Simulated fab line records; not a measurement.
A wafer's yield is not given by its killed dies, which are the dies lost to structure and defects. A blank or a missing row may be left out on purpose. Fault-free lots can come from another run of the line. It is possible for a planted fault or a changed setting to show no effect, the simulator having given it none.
Struck lot and sound lot, side by side | flow n5Finfet | 14 out of 1938 route steps
Sound: wafers L616.1, L616.2, L616.6. Wafers L626.3, L626.4, L626.6 were the ones struck. Last of all comes the cause.
Order at every step that has rows: each side's tool, ch and its chambers, its first start. Under that, the readings that differ: sound wafers | struck wafers | difference of the means | sigmas: that difference in standard deviations of wafers without a fault.
alike: words and numbers the same on both sides, and readings whose means are apart by under 2 such deviations; not compared: readings that were withheld, readings missing a value for some wafer, numbers with overlapping values and no deviation given by the record, and bounds like >300 which may hide the same value.
Wherever a step has rows on one side only, a row that says differs or no value, or a row with sigmas, the two part there. Numbers that don't overlap but have no deviation are shown without sigmas and don't part them. A reading missing from all wafers of one side parts the sides only when that side holds two or more wafers.

first, 7 steps without rows for these wafers: N5_BEOL_M12_COAT_22 (resist thk 300 nm); N5_BEOL_M12_EBR_24; N5_BEOL_M12_SOFTBAKE_23 (time 60 s); N5_BEOL_M12_EXPOSE_25 (exposes mask M12); N5_BEOL_M12_PEB_26 (peb time 90 s); N5_BEOL_M12_DEVELOP_27 (develop time 45 s); N5_BEOL_M12_HARDBAKE_32 (time 120 s).
N5_BEOL_M12_CD_MEAS_28: target cd 160.2 nm.
  sound on cdSem-03 ch 0, day 11 22:39; struck on cdSem-03 ch 0, day 14 13:20
reading   | sound             | struck            | difference | sigmas
cdNm (nm) | 156.2 160.2 158.8 | 161.7 163.3 160.7 | +3.5       | +2
N5_BEOL_M12_OVL_MEAS_29:
  sound on overlay-01 ch 0, day 11 22:41; struck on overlay-01 ch 0, day 14 13:22
  alike: M12_OVL
N5_BEOL_M12_INSPECT_30: inspects for defects (macro).
  sound on defectInspect-02 at day 11 22:42; struck on defectInspect-01 at day 14 13:23
  alike: rawDefectCount
N5_BEOL_M12_DESCUM_33: chemistry O2, time 7.9 s.
  sound on rieDiel-02 ch 1,2,3, day 11 22:44; struck on rieDiel-04 ch 0,2,3, day 14 13:26
  alike: drypumpMotorCurrentA, o2FlowSccm, oesProductAu, rfVppV, showerheadPlenumPTorr, throttleValvePct
  not compared: rfHoursCounterH
N5_BEOL_M12_ETCH_67: etches SiARC in CF4, target depth 143 nm, time 238.3 s.
  sound on rieDiel-02 ch 1,2,3, day 11 22:46; struck on rieDiel-04 ch 0,2,3, day 14 13:28
  alike: biasW, drypumpMotorCurrentA, etchRfOnTimeS, oesProductAu, rfVppV, showerheadPlenumPTorr, throttleValvePct
  not compared: rfHoursCounterH
N5_BEOL_M12_ETCH_68: etches SOC in N2/H2, time 285 s.
  sound on rieDiel-02 ch 1,2,3, day 11 22:55; struck on rieDiel-04 ch 0,2,3, day 14 13:37
reading                                    | sound             | struck            | difference                    | sigmas
biasW (W)                                  | 351.4 348.4 349.8 | - - -             | no value on the struck wafers | 
runLengthS (s)                             | 307.6 308.6 308.5 | 253.8 253.6 253.0 | -54.8                         | -99 or more
model.SiARC_of_BEOL_M12_COAT_66.thkNm (nm) | 86 86 85.6        | 90.8 90.4 90.4    | +4.7                          | 
  alike: drypumpMotorCurrentA, oesProductAu, rfVppV, showerheadPlenumPTorr, throttleValvePct
  not compared: rfHoursCounterH
then, 1 step without rows for these wafers: N5_BEOL_M12_STRIP_69 (strips in N2/H2).

== WHERE THEY PART ==
First at N5_BEOL_M12_CD_MEAS_28; last, within this record, at N5_BEOL_M12_ETCH_68.

WHY: what the simulator had put in
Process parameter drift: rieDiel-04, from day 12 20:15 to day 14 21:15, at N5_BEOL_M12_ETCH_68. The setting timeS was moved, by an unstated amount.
